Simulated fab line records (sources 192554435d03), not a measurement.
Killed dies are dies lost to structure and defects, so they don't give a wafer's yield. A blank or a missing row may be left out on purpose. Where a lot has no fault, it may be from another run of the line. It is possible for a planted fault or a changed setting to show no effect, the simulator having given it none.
Comparing a struck lot with a sound one / flow n5 finfet / 15 out of 1938 route steps
Sound: the wafers L276.1, L276.3, L276.4. Wafers struck: L270.1, L270.3, L270.4. The cause is named last.
At each step with rows: each side's tool, then ch and its chambers, then its first start. Under that, the readings that differ: sound wafers / struck wafers / difference of the means / sigmas: that difference in standard deviations of wafers without a fault.
alike: a reading whose means differ by less than 2 such deviations, as well as words and numbers matching on both sides. not compared: withheld readings; readings where some wafer has no value; bounds like >300 that might hide an equal value; numbers whose values overlap and for which the record gives no deviation.
A row with sigmas, a row that says differs or no value, or rows on one side alone: a step with any of these is where the two part. When numbers do not overlap yet have no deviation, they are printed without sigmas and do not part them. A reading missing from all wafers of one side parts the sides only when that side holds two or more wafers.

N5_BEOL_M8_OVL_MEAS_12:
  sound on overlay-02 ch 0, day 14 00:01; struck on overlay-02 ch 0, day 12 20:19
  alike: M8_OVL
N5_BEOL_M8_INSPECT_13: inspects for defects (brightfield).
  sound on defect inspect-02, day 14 00:02; struck on defect inspect-01, day 12 20:20
  alike: raw defect count
N5_BEOL_M8_DESCUM_16: chemistry O2, time 7.9 s.
  sound on rie diel-01 ch 0,1,2, day 14 00:07; struck on rie diel-02 ch 0,1,2, day 12 20:33
reading=rf hours counter h (h); sound=74 118 144; struck=178 190 232; difference=+88; sigmas=
  alike: drypump motor current A, oes product au, rf vpp V, showerhead plenum p Torr, throttle valve pct
N5_BEOL_M8_ETCH_61: etches SiARC in CF4, target depth 45.5 nm, time 75.8 s.
  sound on rie diel-01 ch 0,1,2, day 14 00:10; struck on rie diel-02 ch 0,1,2, day 12 20:35
reading=rf hours counter h (h); sound=74 118 144; struck=178 190 232; difference=+88; sigmas=
  alike: drypump motor current A, etch rf on time s, oes product au, rf vpp V, showerhead plenum p Torr, throttle valve pct
N5_BEOL_M8_ETCH_62: etches SOC in N2/H2, target depth 110 nm, overetch 22 nm, time 165 s.
  sound on rie diel-01 ch 0,1,2, day 14 00:13; struck on rie diel-02 ch 0,1,2, day 12 20:38
reading=rf hours counter h (h); sound=74 118 144; struck=178 190 233; difference=+88; sigmas=
  alike: drypump motor current A, h2 flow sccm, oes product au, rf vpp V, showerhead plenum p Torr, throttle valve pct
then, 1 step without rows for these wafers: N5_BEOL_M8_STRIP_68 (strips in N2/H2).
N5_BEOL_M8_STRIP_67: strips in CF4.
  sound on rie diel-01 ch 0,1,2, day 14 00:22; struck on rie diel-02 ch 0,1,2, day 12 20:47
reading=rf hours counter h (h); sound=74 118 144; struck=178 190 233; difference=+88; sigmas=
  alike: drypump motor current A, oes product au, rf vpp V, showerhead plenum p Torr, throttle valve pct
N5_BEOL_M8_HM_OPEN_17: chemistry Cl2/BCl3, target TiN, target depth 20 nm, overetch 6 nm.
  sound on rie metal-01 ch 0,1, day 14 00:24; struck on rie metal-02 ch 0,1, day 12 20:50
  alike: drypump motor current A, oes product au, throttle valve pct
  not compared: rf hours counter h
then, 1 step without rows for these wafers: N5_BEOL_M8_STRIP_19 (strips in O2).
N5_BEOL_M8_CD_MEAS_18: pitch 80 nm, target cd 40 nm.
  sound on cd sem-03, day 14 00:35; struck on cd sem-01, day 12 21:03
  alike: cd nm
then, 2 steps without rows for these wafers: N5_BEOL_M8_COAT_63 (time 60 s, resist thk 60 nm); N5_BEOL_M8_COAT_64 (time 60 s, resist thk 12 nm).
N5_BEOL_M8_COAT_71: time 60 s, resist thk 5 nm.
  sound on litho track-02 ch 0, day 14 02:41; struck on litho track-04 ch 0, day 12 21:54
reading=heater power total W (W); sound=393.1 393.4 392.0; struck=399.7 402.6 402.4; difference=+8.7; sigmas=+7
reading=plate temp C (C); sound=204.96 204.97 205.16; struck=209.36 209.46 209.39; difference=+4.37; sigmas=+26
  alike: chill plate temp C, resist line temp C
then, 1 step without rows for these wafers: N5_BEOL_M8_COAT_22 (resist thk 30 nm).
N5_PASSIVATION_PROBE_49:
  sound wafers here have rows in the record (prober-01, day 16 20:37); struck ones have none

## WHERE THEY PART
First at N5_BEOL_M8_COAT_71; last, within this record, at N5_PASSIVATION_PROBE_49.

WHY: whatever the simulator had introduced
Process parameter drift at N5_BEOL_M8_COAT_71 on litho track-04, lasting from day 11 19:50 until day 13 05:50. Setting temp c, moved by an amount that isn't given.
